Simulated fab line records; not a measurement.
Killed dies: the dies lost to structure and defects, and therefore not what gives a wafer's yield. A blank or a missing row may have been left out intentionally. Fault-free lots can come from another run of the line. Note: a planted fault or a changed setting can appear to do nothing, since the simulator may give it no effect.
fab line records || flow n5Finfet
record: {"lots": 4, "wafers": 12, "lastDay": 17}
route steps=1938 shown BEOL_M9@1464 BEOL_M10@1470 PASSIVATION@1936
lots with no fault: from the same line, run without faults
startH: start of the lot's first displayed wafer, in hours after the record's first day || waitH: hours from the lot's prior step to this one || " same as the row above || L1.1+2: one row covering several wafers at once || - no value, or no start was given || * or withheld: withheld || < > ~ a bound
route shown NAME@n: NAME is a module with steps in the file, n the number in the route of the first one || usual: the fault-free wafers' mean and standard deviation || same: alike in all rows || chamber/n: place in a boat || sites: per-site readings || _std_site: standard deviation of those values || _edge_site: mean of outer sites minus mean of inner sites || radiusMm: for every site, how far away it sits from the centre of the wafer || mask NAME#n: copy n || behind: tool/chamber where the wafer was last shaped || hold: reason for holding the lot/hours on hold/outcome of the hold || device: the transistor (n, p or np) that didn't switch || end of line: tests of these same wafers at the route's end || a step without rows: its recipe alone || killed: not the wafer's yield, but the dies lost to structure and defects at the first sort || map: a wafer's dies, x killed, . not, _ none there
set.NAME: the setting as run; set.NAME@STEP: as run at that earlier step || model.NAME: the simulator's own value behind a step, which no gauge read
lots at selected steps of the route; one table per step, one row per wafer
services: a tool's chamber out of use, with start hour (startH, from the record's first day; less than 0 if before it), hours out, and reason
== steps ==
step: N5_BEOL_M9_CMP_52
recipe: {"stopOn": "SiCOH_lowk", "tOverpolishS": 7, "downForcePsi": 1, "platenRpm": 50, "clearingPlatenDownForcePsi": 1.5, "clearingPlatenRpm": 50, "postCmpClean": "cuAlkaline", "targetThkNm": 140, "clearingPlatenPadVelocityMS": 0.99484, "padVelocityMS": 0.99484}
step: N5_BEOL_M9_PRE_CLEAN_55
recipe: {"gas": "NH3", "timeS": 15, "tempC": "withheld", "rfPowerW": 300}
step: N5_BEOL_M9_DEP_56
recipe: {"material": "SiCN", "targetThkA": 150, "tempC": "withheld", "precursor": "3MS/NH3", "pressureTorr": 3, "rfW": 202, "timeS": 26.5}
step: N5_BEOL_M10_ILD_DEP_00
recipe: {"material": "SiCOH_lowk", "targetThkA": 3085.1, "tempC": 300, "precursor": "DEMS/porogen", "pressureTorr": 5, "rfW": 500, "timeS": 58}
step: N5_BEOL_M10_CURE_71
recipe: {"tempC": 385, "timeS": 240, "ambient": "He/Ar", "material": "SiCOH_lowk"}
step: N5_BEOL_M10_PECVD_70
recipe: {"material": "SiO2", "targetThkA": 200, "tempC": 400, "precursor": "TEOS/O2", "pressureTorr": 5.5, "rfW": 450, "teosFlowSccm": 53.8, "gas": "O2", "flowSccm": 3000, "timeS": 22.7}
step: N5_BEOL_M10_HM_DEP_02
recipe: {"material": "TiN", "targetThkA": 200, "tempC": 25, "chamberPressurePa": 0.49996}
step: N5_BEOL_M10_COAT_59
recipe: {"resist": "SOC", "tempC": 250, "timeS": 60, "spinRpm": 1500, "resistThkNm": 100}
step: N5_BEOL_M10_COAT_60
recipe: {"resist": "SiARC", "tempC": 220, "timeS": 60, "spinRpm": 1500, "resistThkNm": 30}
usual: {"heaterPowerTotalW": "427.9/2", "spinSpeedRpm": "1500.2/0.75"}
{"lot.wafer": "L879.1", "tool": "lithoTrack-04", "chamber": 0, "startH": 246.14, "waitH": "-", "heaterPowerTotalW": 425.2, "spinSpeedRpm": 1502.2, "model.SiARC_of_BEOL_M10_COAT_60.thkNm": 30}
{"lot.wafer": "L879.2", "tool": "lithoTrack-04", "chamber": 0, "startH": 246.14, "waitH": "-", "heaterPowerTotalW": 426.8, "spinSpeedRpm": 1500.6, "model.SiARC_of_BEOL_M10_COAT_60.thkNm": 30}
{"lot.wafer": "L879.5", "tool": "lithoTrack-04", "chamber": 0, "startH": 246.14, "waitH": "-", "heaterPowerTotalW": 430.5, "spinSpeedRpm": 1500.6, "model.SiARC_of_BEOL_M10_COAT_60.thkNm": 30}
{"lot.wafer": "L885.1", "tool": "lithoTrack-04", "chamber": 0, "startH": 288.72, "waitH": "-", "heaterPowerTotalW": 428.2, "spinSpeedRpm": 1415.7, "model.SiARC_of_BEOL_M10_COAT_60.thkNm": 30.8}
{"lot.wafer": "L885.3", "tool": "lithoTrack-04", "chamber": 0, "startH": 288.72, "waitH": "-", "heaterPowerTotalW": 429.7, "spinSpeedRpm": 1416.3, "model.SiARC_of_BEOL_M10_COAT_60.thkNm": 30.8}
{"lot.wafer": "L885.6", "tool": "lithoTrack-04", "chamber": 0, "startH": 288.72, "waitH": "-", "heaterPowerTotalW": 427.8, "spinSpeedRpm": 1416.3, "model.SiARC_of_BEOL_M10_COAT_60.thkNm": 30.8}
{"lot.wafer": "L886.2", "tool": "lithoTrack-04", "chamber": 0, "startH": 307.51, "waitH": "-", "heaterPowerTotalW": 429.1, "spinSpeedRpm": 1415.9, "model.SiARC_of_BEOL_M10_COAT_60.thkNm": 31}
{"lot.wafer": "L886.3", "tool": "lithoTrack-04", "chamber": 0, "startH": 307.51, "waitH": "-", "heaterPowerTotalW": 430.1, "spinSpeedRpm": 1417.9, "model.SiARC_of_BEOL_M10_COAT_60.thkNm": 31}
{"lot.wafer": "L886.6", "tool": "lithoTrack-04", "chamber": 0, "startH": 307.51, "waitH": "-", "heaterPowerTotalW": 430.9, "spinSpeedRpm": 1417.5, "model.SiARC_of_BEOL_M10_COAT_60.thkNm": 30.8}
{"lot.wafer": "L895.1", "tool": "lithoTrack-02", "chamber": 0, "startH": 352.13, "waitH": "-", "heaterPowerTotalW": 424.4, "spinSpeedRpm": 1499.4, "model.SiARC_of_BEOL_M10_COAT_60.thkNm": 30}
{"lot.wafer": "L895.2", "tool": "lithoTrack-02", "chamber": 0, "startH": 352.13, "waitH": "-", "heaterPowerTotalW": 427.2, "spinSpeedRpm": 1499.6, "model.SiARC_of_BEOL_M10_COAT_60.thkNm": 30}
{"lot.wafer": "L895.5", "tool": "lithoTrack-02", "chamber": 0, "startH": 352.13, "waitH": "-", "heaterPowerTotalW": 428.3, "spinSpeedRpm": 1500.7, "model.SiARC_of_BEOL_M10_COAT_60.thkNm": 30}
step: N5_BEOL_M10_COAT_05
recipe: {"resist": "CAR-ArF", "spinRpm": 1500, "resistThkNm": 90}
step: N5_BEOL_M10_EBR_07
recipe: {"solvent": "PGMEA", "ebrWidthMm": 1.5}
step: N5_BEOL_M10_SOFTBAKE_06
recipe: {"tempC": 110, "timeS": 60, "resist": "CAR-ArF"}
step: N5_BEOL_M10_EXPOSE_08
recipe: {"maskId": "M10", "na": 1.35, "sourceShape": "dipole", "sigmaInner": 0.411, "sigmaOuter": 0.611, "polarization": "te", "doseMj": 53.75}
step: N5_BEOL_M10_PEB_09
recipe: {"pebTempC": "withheld", "pebTimeS": 60, "resist": "CAR-ArF"}
step: N5_BEOL_M10_DEVELOP_10
recipe: {"developTimeS": 30, "developer": "TMAH", "resist": "CAR-ArF", "rinseLiquid": "diw", "dry": "airSpin", "devTempC": 23}
step: N5_BEOL_M10_DESCUM_16
recipe: {"chemistry": "O2", "timeS": 7.9, "sourcePowerW": 50, "biasPowerW": 20, "pressureMtorr": 20, "rfFrequencyHz": 2.712e+07, "tempC": 40, "resist": "CAR-ArF", "o2FlowSccm": 225}
step: N5_BEOL_M10_ETCH_61
recipe: {"chemistry": "CF4", "target": "SiARC", "targetDepthA": 390, "maskMaterial": "CAR-ArF", "timeS": 65, "ionEnergyEv": 80, "pressureMtorr": 40, "sourceW": 545, "biasW": 36, "Ar_flow_sccm": 100, "cf4FlowSccm": 100, "ends": "cleared"}
usual: {"cf4FlowSccm": "100.0/0.32", "drypumpMotorCurrentA": "5.5/0.47", "etchRfOnTimeS": "65.5/1.8", "oesProductAu": "0.70/0.064", "rfFwdPowerW": "538.9/2.5", "rfVppV": "184.2/1.1", "showerheadPlenumPTorr": "2.15/0.067", "throttleValvePct": "15.38/0.22"}
{"lot.wafer": "L879.1", "tool": "rieDiel-02", "chamber": 0, "startH": 246.50, "waitH": 0.0, "cf4FlowSccm": 100.2, "drypumpMotorCurrentA": 5.7, "etchRfOnTimeS": 63.1, "oesProductAu": 0.70, "rfFwdPowerW": 540.6, "rfHoursCounterH": 95, "rfVppV": 183.4, "showerheadPlenumPTorr": 2.08, "throttleValvePct": 15.30, "model.etch.depthNm": 29.97, "model.CAR-ArF_of_BEOL_M10_COAT_05.thkNm": 55.2}
{"lot.wafer": "L879.2", "tool": "rieDiel-02", "chamber": 2, "startH": 246.50, "waitH": 0.0, "cf4FlowSccm": 99.6, "drypumpMotorCurrentA": 5.4, "etchRfOnTimeS": 67.6, "oesProductAu": 0.72, "rfFwdPowerW": 541.2, "rfHoursCounterH": 62, "rfVppV": 185.2, "showerheadPlenumPTorr": 2.26, "throttleValvePct": 15.13, "model.etch.depthNm": 30.07, "model.CAR-ArF_of_BEOL_M10_COAT_05.thkNm": 55.2}
{"lot.wafer": "L879.5", "tool": "rieDiel-02", "chamber": 3, "startH": 246.50, "waitH": 0.0, "cf4FlowSccm": 100.0, "drypumpMotorCurrentA": 5.8, "etchRfOnTimeS": 64.1, "oesProductAu": 0.66, "rfFwdPowerW": 539.6, "rfHoursCounterH": "-", "rfVppV": 184.9, "showerheadPlenumPTorr": 2.14, "throttleValvePct": 15.42, "model.etch.depthNm": 29.98, "model.CAR-ArF_of_BEOL_M10_COAT_05.thkNm": 55.4}
{"lot.wafer": "L885.1", "tool": "rieDiel-06", "chamber": 0, "startH": 289.44, "waitH": 0.0, "cf4FlowSccm": 100.5, "drypumpMotorCurrentA": 5.0, "etchRfOnTimeS": 66.3, "oesProductAu": 0.72, "rfFwdPowerW": 537.5, "rfHoursCounterH": 88, "rfVppV": 185.7, "showerheadPlenumPTorr": 2.25, "throttleValvePct": 15.32, "model.etch.depthNm": 30.82, "model.CAR-ArF_of_BEOL_M10_COAT_05.thkNm": 54.8}
{"lot.wafer": "L885.3", "tool": "rieDiel-06", "chamber": 1, "startH": 289.44, "waitH": 0.0, "cf4FlowSccm": 99.7, "drypumpMotorCurrentA": 5.1, "etchRfOnTimeS": 63.2, "oesProductAu": 0.78, "rfFwdPowerW": 541.9, "rfHoursCounterH": 18, "rfVppV": 183.3, "showerheadPlenumPTorr": 2.10, "throttleValvePct": 15.24, "model.etch.depthNm": 30.88, "model.CAR-ArF_of_BEOL_M10_COAT_05.thkNm": 54.4}
{"lot.wafer": "L885.6", "tool": "rieDiel-06", "chamber": 1, "startH": 289.44, "waitH": 0.0, "cf4FlowSccm": 99.8, "drypumpMotorCurrentA": 5.1, "etchRfOnTimeS": 64.0, "oesProductAu": 0.77, "rfFwdPowerW": 540.9, "rfHoursCounterH": "-", "rfVppV": 183.8, "showerheadPlenumPTorr": 2.10, "throttleValvePct": 15.25, "model.etch.depthNm": 30.87, "model.CAR-ArF_of_BEOL_M10_COAT_05.thkNm": 54.2}
{"lot.wafer": "L886.2", "tool": "rieDiel-05", "chamber": 2, "startH": 308.00, "waitH": 0.0, "cf4FlowSccm": 100.1, "drypumpMotorCurrentA": 5.6, "etchRfOnTimeS": 69.9, "oesProductAu": 0.63, "rfFwdPowerW": 541.1, "rfHoursCounterH": 160, "rfVppV": 184.4, "showerheadPlenumPTorr": 2.14, "throttleValvePct": 15.61, "model.etch.depthNm": 30.97, "model.CAR-ArF_of_BEOL_M10_COAT_05.thkNm": 54.6}
{"lot.wafer": "L886.3", "tool": "rieDiel-05", "chamber": 0, "startH": 308.00, "waitH": 0.0, "cf4FlowSccm": 100.3, "drypumpMotorCurrentA": 5.2, "etchRfOnTimeS": 70.3, "oesProductAu": 0.63, "rfFwdPowerW": 540.6, "rfHoursCounterH": 156, "rfVppV": 182.4, "showerheadPlenumPTorr": 2.05, "throttleValvePct": 15.37, "model.etch.depthNm": 30.94, "model.CAR-ArF_of_BEOL_M10_COAT_05.thkNm": 54.4}
{"lot.wafer": "L886.6", "tool": "rieDiel-05", "chamber": 1, "startH": 308.00, "waitH": 0.0, "cf4FlowSccm": 99.8, "drypumpMotorCurrentA": 4.9, "etchRfOnTimeS": 66.5, "oesProductAu": 0.71, "rfFwdPowerW": 534.6, "rfHoursCounterH": "-", "rfVppV": 183.8, "showerheadPlenumPTorr": 2.09, "throttleValvePct": 15.13, "model.etch.depthNm": 30.83, "model.CAR-ArF_of_BEOL_M10_COAT_05.thkNm": 54.6}
{"lot.wafer": "L895.1", "tool": "rieDiel-05", "chamber": 1, "startH": 352.62, "waitH": 0.0, "cf4FlowSccm": 100.2, "drypumpMotorCurrentA": 4.9, "etchRfOnTimeS": 63.9, "oesProductAu": 0.70, "rfFwdPowerW": 534.0, "rfHoursCounterH": 82, "rfVppV": 182.9, "showerheadPlenumPTorr": 2.09, "throttleValvePct": 15.17, "model.etch.depthNm": 29.94, "model.CAR-ArF_of_BEOL_M10_COAT_05.thkNm": 55.6}
{"lot.wafer": "L895.2", "tool": "rieDiel-05", "chamber": 0, "startH": 352.62, "waitH": 0.0, "cf4FlowSccm": 100.2, "drypumpMotorCurrentA": 5.3, "etchRfOnTimeS": 67.6, "oesProductAu": 0.63, "rfFwdPowerW": 541.8, "rfHoursCounterH": 170, "rfVppV": 182.6, "showerheadPlenumPTorr": 2.05, "throttleValvePct": 15.39, "model.etch.depthNm": 30, "model.CAR-ArF_of_BEOL_M10_COAT_05.thkNm": 55.6}
{"lot.wafer": "L895.5", "tool": "rieDiel-05", "chamber": 3, "startH": 352.62, "waitH": 0.0, "cf4FlowSccm": 99.4, "drypumpMotorCurrentA": 5.4, "etchRfOnTimeS": 66.1, "oesProductAu": 0.73, "rfFwdPowerW": 538.6, "rfHoursCounterH": "-", "rfVppV": 185.1, "showerheadPlenumPTorr": 2.10, "throttleValvePct": 15.25, "model.etch.depthNm": 29.92, "model.CAR-ArF_of_BEOL_M10_COAT_05.thkNm": 55.4}
step: N5_BEOL_M10_ETCH_62
recipe: {"chemistry": "N2/H2", "target": "SOC", "targetDepthA": 1100, "overetchA": 220, "maskMaterial": "SiARC", "tempC": 40, "timeS": 165, "ionEnergyEv": 200, "pressureMtorr": 30, "sourceW": 840, "biasW": 150, "n2FlowSccm": 200, "h2FlowSccm": 200}
usual: {"drypumpMotorCurrentA": "5.5/0.47", "oesProductAu": "0.69/0.059", "rfFwdPowerW": "837.6/2.8", "rfVppV": "524.1/2.4", "showerheadPlenumPTorr": "2.55/0.084", "throttleValvePct": "17.57/0.24"}
{"lot.wafer": "L879.1", "tool": "rieDiel-02", "chamber": 0, "startH": 246.55, "waitH": 0.0, "drypumpMotorCurrentA": 5.7, "oesProductAu": 0.68, "rfFwdPowerW": 834.3, "rfHoursCounterH": 95, "rfVppV": 522.5, "showerheadPlenumPTorr": 2.46, "throttleValvePct": 17.40, "model.SiARC_of_BEOL_M10_COAT_60.thkNm": 23.2}
{"lot.wafer": "L879.2", "tool": "rieDiel-02", "chamber": 2, "startH": 246.55, "waitH": 0.0, "drypumpMotorCurrentA": 5.3, "oesProductAu": 0.72, "rfFwdPowerW": 837.2, "rfHoursCounterH": 62, "rfVppV": 527.0, "showerheadPlenumPTorr": 2.68, "throttleValvePct": 17.28, "model.SiARC_of_BEOL_M10_COAT_60.thkNm": 23.6}
{"lot.wafer": "L879.5", "tool": "rieDiel-02", "chamber": 3, "startH": 246.55, "waitH": 0.0, "drypumpMotorCurrentA": 5.8, "oesProductAu": 0.66, "rfFwdPowerW": 838.2, "rfHoursCounterH": "-", "rfVppV": 524.1, "showerheadPlenumPTorr": 2.55, "throttleValvePct": 17.72, "model.SiARC_of_BEOL_M10_COAT_60.thkNm": 23.6}
{"lot.wafer": "L885.1", "tool": "rieDiel-06", "chamber": 0, "startH": 289.49, "waitH": 0.0, "drypumpMotorCurrentA": 5.0, "oesProductAu": 0.71, "rfFwdPowerW": 839.5, "rfHoursCounterH": 88, "rfVppV": 528.1, "showerheadPlenumPTorr": 2.68, "throttleValvePct": 17.49, "model.SiARC_of_BEOL_M10_COAT_60.thkNm": 24}
{"lot.wafer": "L885.3", "tool": "rieDiel-06", "chamber": 1, "startH": 289.49, "waitH": 0.0, "drypumpMotorCurrentA": 5.1, "oesProductAu": 0.75, "rfFwdPowerW": 838.2, "rfHoursCounterH": 18, "rfVppV": 522.6, "showerheadPlenumPTorr": 2.49, "throttleValvePct": 17.41, "model.SiARC_of_BEOL_M10_COAT_60.thkNm": 24.2}
{"lot.wafer": "L885.6", "tool": "rieDiel-06", "chamber": 1, "startH": 289.49, "waitH": 0.0, "drypumpMotorCurrentA": 5.1, "oesProductAu": 0.75, "rfFwdPowerW": 837.5, "rfHoursCounterH": "-", "rfVppV": 523.5, "showerheadPlenumPTorr": 2.49, "throttleValvePct": 17.39, "model.SiARC_of_BEOL_M10_COAT_60.thkNm": 24.2}
{"lot.wafer": "L886.2", "tool": "rieDiel-05", "chamber": 2, "startH": 308.05, "waitH": 0.0, "drypumpMotorCurrentA": 5.6, "oesProductAu": 0.64, "rfFwdPowerW": 835.0, "rfHoursCounterH": 160, "rfVppV": 523.5, "showerheadPlenumPTorr": 2.54, "throttleValvePct": 17.76, "model.SiARC_of_BEOL_M10_COAT_60.thkNm": 24.6}
{"lot.wafer": "L886.3", "tool": "rieDiel-05", "chamber": 0, "startH": 308.05, "waitH": 0.0, "drypumpMotorCurrentA": 5.3, "oesProductAu": 0.65, "rfFwdPowerW": 840.7, "rfHoursCounterH": 156, "rfVppV": 520.9, "showerheadPlenumPTorr": 2.44, "throttleValvePct": 17.72, "model.SiARC_of_BEOL_M10_COAT_60.thkNm": 24.8}
{"lot.wafer": "L886.6", "tool": "rieDiel-05", "chamber": 1, "startH": 308.05, "waitH": 0.0, "drypumpMotorCurrentA": 4.9, "oesProductAu": 0.71, "rfFwdPowerW": 835.8, "rfHoursCounterH": "-", "rfVppV": 522.8, "showerheadPlenumPTorr": 2.47, "throttleValvePct": 17.21, "model.SiARC_of_BEOL_M10_COAT_60.thkNm": 24.4}
{"lot.wafer": "L895.1", "tool": "rieDiel-05", "chamber": 1, "startH": 352.67, "waitH": 0.0, "drypumpMotorCurrentA": 4.9, "oesProductAu": 0.69, "rfFwdPowerW": 836.8, "rfHoursCounterH": 82, "rfVppV": 520.7, "showerheadPlenumPTorr": 2.46, "throttleValvePct": 17.23, "model.SiARC_of_BEOL_M10_COAT_60.thkNm": 23.6}
{"lot.wafer": "L895.2", "tool": "rieDiel-05", "chamber": 0, "startH": 352.67, "waitH": 0.0, "drypumpMotorCurrentA": 5.3, "oesProductAu": 0.63, "rfFwdPowerW": 836.5, "rfHoursCounterH": 170, "rfVppV": 519.7, "showerheadPlenumPTorr": 2.43, "throttleValvePct": 17.75, "model.SiARC_of_BEOL_M10_COAT_60.thkNm": 24}
{"lot.wafer": "L895.5", "tool": "rieDiel-05", "chamber": 3, "startH": 352.67, "waitH": 0.0, "drypumpMotorCurrentA": 5.4, "oesProductAu": 0.73, "rfFwdPowerW": 836.5, "rfHoursCounterH": "-", "rfVppV": 521.8, "showerheadPlenumPTorr": 2.49, "throttleValvePct": 17.52, "model.SiARC_of_BEOL_M10_COAT_60.thkNm": 23.6}
step: N5_BEOL_M10_STRIP_68
recipe: {"chemistry": "N2/H2", "tempC": 40, "n2FlowSccm": 200, "h2FlowSccm": 200, "rfFrequencyHz": 6e+07}
step: N5_PASSIVATION_PROBE_49
usual: {"defectLimitedYield": "91.2/1.6", "killed_at_M0_to_M3": "34/11", "killed_at_M4_up": "14/5.7", "killedAtContacts": "14/6.6", "killedAtFrontEnd": "37/10", "killedAtOther": "4/3.2", "killedDies": "104/19", "killedOpen": "69/13", "killedShort": "33/8.7", "sort_bin_5_function": "5.1/1", "sort_bin_6_memory": "3.3/0.76", "sortNPass": "1076/19", "sortYieldPct": "91.2/1.6"}
same: {"grossDies": 1180, "killedAtBackSide": 0, "sort_bin_4_leakage[%]": 0, "sort_bin_8_speed[%]": 0}
{"lot.wafer": "L886.2", "tool": "prober-02", "chamber": "-", "startH": 360.57, "waitH": 0.1, "defectLimitedYield[%]": 90.5, "killed_at_M0_to_M3": 29, "killed_at_M4_up": 15, "killedAtContacts": 14, "killedAtFrontEnd": 49, "killedAtOther": 5, "killedDies": 112, "killedOpen": 68, "killedShort": 44, "sort_bin_5_function[%]": 6.3, "sort_bin_6_memory[%]": 2.7, "sortNPass": 1068, "sortYieldPct[%]": 90.5}
{"lot.wafer": "L886.3", "tool": "prober-02", "chamber": "-", "startH": 360.62, "waitH": 0.1, "defectLimitedYield[%]": 91.0, "killed_at_M0_to_M3": 27, "killed_at_M4_up": 12, "killedAtContacts": 22, "killedAtFrontEnd": 42, "killedAtOther": 3, "killedDies": 106, "killedOpen": 68, "killedShort": 37, "sort_bin_5_function[%]": 5.8, "sort_bin_6_memory[%]": 2.8, "sortNPass": 1074, "sortYieldPct[%]": 91.0}
{"lot.wafer": "L886.6", "tool": "prober-02", "chamber": "-", "startH": 360.77, "waitH": 0.3, "defectLimitedYield[%]": 88.2, "killed_at_M0_to_M3": 39, "killed_at_M4_up": 13, "killedAtContacts": 37, "killedAtFrontEnd": 43, "killedAtOther": 7, "killedDies": 139, "killedOpen": 88, "killedShort": 51, "sort_bin_5_function[%]": 6.4, "sort_bin_6_memory[%]": 4.8, "sortNPass": 1041, "sortYieldPct[%]": 88.2}
killed by level:class
L886.2 STI_FIN_REVEAL:geometricParticle:open=20 FIN_SAQP:geometricParticle:short=8 BEOL_M2:geometricParticle:open=8 MOL_CONTACT_COAG:geometricParticle:short=7 MOL_CONTACT_COAG:geometricParticle:open=7 BEOL_M0_SAQP:geometricParticle:short=6 FIN_SAQP:geometricParticle:open=5 STI_FIN_REVEAL:geometricParticle:short=5
L886.3 MOL_CONTACT_COAG:geometricParticle:open=15 BEOL_M3:geometricParticle:open=8 STI_FIN_REVEAL:geometricParticle:open=7 GATE_CUT:geometricParticle:open=7 MOL_CONTACT_COAG:geometricParticle:short=7 FIN_SAQP:geometricParticle:open=6 GATE_CUT:geometricParticle:short=6 BEOL_M0_SAQP:geometricParticle:short=5
L886.6 MOL_CONTACT_COAG:geometricParticle:open=34 BEOL_M0_SAQP:geometricParticle:short=15 BEOL_M0_SAQP:geometricParticle:open=14 STI_FIN_REVEAL:geometricParticle:open=8 GATE_CUT:geometricParticle:short=8 BEOL_M4:geometricParticle:open=7 FIN_SAQP:geometricParticle:short=5 FIN_SAQP:geometricParticle:open=4
== services ==
{"tool": "rieDiel-06", "chamber": 1, "startH": 223.23, "hours": "-", "kind": "clean"}
{"tool": "rieDiel-06", "chamber": 1, "startH": 223.23, "hours": "-", "kind": "consumableReplace:focusRing"}
{"tool": "rieDiel-06", "chamber": 1, "startH": 223.23, "hours": 18.1, "kind": "scheduledDown"}
{"tool": "rieDiel-06", "chamber": 1, "startH": 223.23, "hours": 18.1, "kind": "ventCycle"}
{"tool": "rieDiel-05", "chamber": "-", "startH": 250.18, "hours": 0.4, "kind": "repair"}
{"tool": "rieDiel-02", "chamber": 1, "startH": 268.76, "hours": "-", "kind": "clean"}
{"tool": "rieDiel-02", "chamber": 1, "startH": 268.76, "hours": "-", "kind": "consumableReplace:focusRing"}
{"tool": "rieDiel-02", "chamber": 1, "startH": 268.76, "hours": 20.5, "kind": "scheduledDown"}
{"tool": "rieDiel-02", "chamber": 1, "startH": 268.76, "hours": 20.5, "kind": "ventCycle"}
{"tool": "rieDiel-06", "chamber": 2, "startH": 280.14, "hours": "-", "kind": "clean"}
{"tool": "rieDiel-06", "chamber": 2, "startH": 280.14, "hours": "-", "kind": "consumableReplace:focusRing"}
{"tool": "rieDiel-06", "chamber": 2, "startH": 280.14, "hours": "-", "kind": "consumableReplace:showerhead"}
{"tool": "rieDiel-06", "chamber": 2, "startH": 280.14, "hours": 20.4, "kind": "scheduledDown"}
{"tool": "rieDiel-06", "chamber": 2, "startH": 280.14, "hours": 20.4, "kind": "ventCycle"}
{"tool": "rieDiel-06", "chamber": 3, "startH": 300.71, "hours": "-", "kind": "clean"}
{"tool": "rieDiel-06", "chamber": 3, "startH": 300.71, "hours": "-", "kind": "consumableReplace:focusRing"}
{"tool": "rieDiel-06", "chamber": 3, "startH": 300.71, "hours": 15.2, "kind": "scheduledDown"}
{"tool": "rieDiel-06", "chamber": 3, "startH": 300.71, "hours": 15.2, "kind": "ventCycle"}
{"tool": "lithoTrack-02", "chamber": "-", "startH": 322.01, "hours": "-", "kind": "consumableReplace:filter"}
{"tool": "rieDiel-05", "chamber": 2, "startH": 325.98, "hours": 13.5, "kind": "repair"}
{"tool": "rieDiel-05", "chamber": "-", "startH": 330.64, "hours": 3.9, "kind": "repair"}
{"tool": "rieDiel-05", "chamber": 3, "startH": 336.29, "hours": 3.1, "kind": "repair"}
== key ==
firstSign: {"step": "N5_BEOL_M10_COAT_60", "reading": "spinSpeedRpm", "direction": "down", "sigmas": "99+", "usual": "*", "struck": "*"}
effect none on later readings
modelEffect: {"step": "N5_BEOL_M10_COAT_60", "value": "SiARC_of_BEOL_M10_COAT_60.thkNm", "without": 30, "struck": 30.87}
modelEffect: {"step": "N5_BEOL_M10_ETCH_61", "value": "etch.depthNm", "without": 30.01, "struck": 30.89}
modelEffect: {"step": "N5_BEOL_M10_ETCH_62", "value": "SiARC_of_BEOL_M10_COAT_60.thkNm", "without": 23.53, "struck": 24.37}
metAt N5_BEOL_M10_COAT_60
struckWafers L885.1,L885.3,L885.6,L886.2,L886.3,L886.6
onsetBetween 246.14 288.72
fault: {"kind": "processParameterDrift", "tool": "lithoTrack-04", "chamber": "-", "onsetH": 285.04, "steps": "N5_BEOL_M10_COAT_60", "channel": "spinRpm", "offset": "*", "shape": "step", "endH": 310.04, "actsIn": "*", "stated": "*"}
